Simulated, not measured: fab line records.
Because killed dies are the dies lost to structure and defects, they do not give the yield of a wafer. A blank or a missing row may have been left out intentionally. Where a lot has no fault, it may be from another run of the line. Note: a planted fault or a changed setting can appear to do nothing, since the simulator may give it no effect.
Which tool was responsible?	flow nand-harc	Sampling: 6 lots, 18 wafers, 2 of 1302 route steps

## WHAT EACH GAUGE READ, for each wafer
NHARC_P_ZERO_WELL_CD_MEAS_52 targets a cd of 2000 nm.
lot	measured	on	cd-nm (nm)
L722	day 2 12:01	cd-sem-01	2000.5 2001.6 2002.7
L724	day 3 07:39	cd-sem-02	1999.5 1999.6 1998.4
L735	day 7 22:11	cd-sem-03	2000.2 1997.9 2000.7
L738	day 9 03:41	cd-sem-01	2000.6 1999.8 2001.2
L740	day 9 23:54	cd-sem-02	2000.5 2000.0 2000.3
L743	day 11 05:53	cd-sem-01	1998.6 1998.0 1998.5

## WHICH TOOL RAN EACH LOT (tool, then ch and the chambers of the sampled wafers, then the start)
lot	NHARC_P_ZERO_WELL_EXPOSE_49
L722	krf-scanner-02 ch 0, day 2 11:52
L724	krf-scanner-01 ch 0, day 3 07:29
L735	krf-scanner-03 ch 0, day 7 22:01
L738	krf-scanner-03 ch 0, day 9 03:32
L740	krf-scanner-01 ch 0, day 9 23:45
L743	krf-scanner-01 ch 0, day 11 05:44
- NHARC_P_ZERO_WELL_EXPOSE_49: exposes mask P HVPW, target cd 2000 nm.

## THE ANSWER, worked out from the rows above alone
Rule: usual is defined by the lots themselves. Put in order of their means at a reading, lots are off if they are a third of the lots or fewer, leave a main group of 4 or more, and stand apart from it by a gap of 3 or more times the standard deviation of the main group's means; of several such gaps the widest counts. Not used: any main group whose means are identical at the precision the tables above print for the reading. A lot without any number at a reading at which 4 lots or more have one is off too. The other lots that the step has rows for count as sound.
Nothing can be told from this: no lot is off at any reading shown.

## WHAT THE SIMULATOR HAD PUT IN
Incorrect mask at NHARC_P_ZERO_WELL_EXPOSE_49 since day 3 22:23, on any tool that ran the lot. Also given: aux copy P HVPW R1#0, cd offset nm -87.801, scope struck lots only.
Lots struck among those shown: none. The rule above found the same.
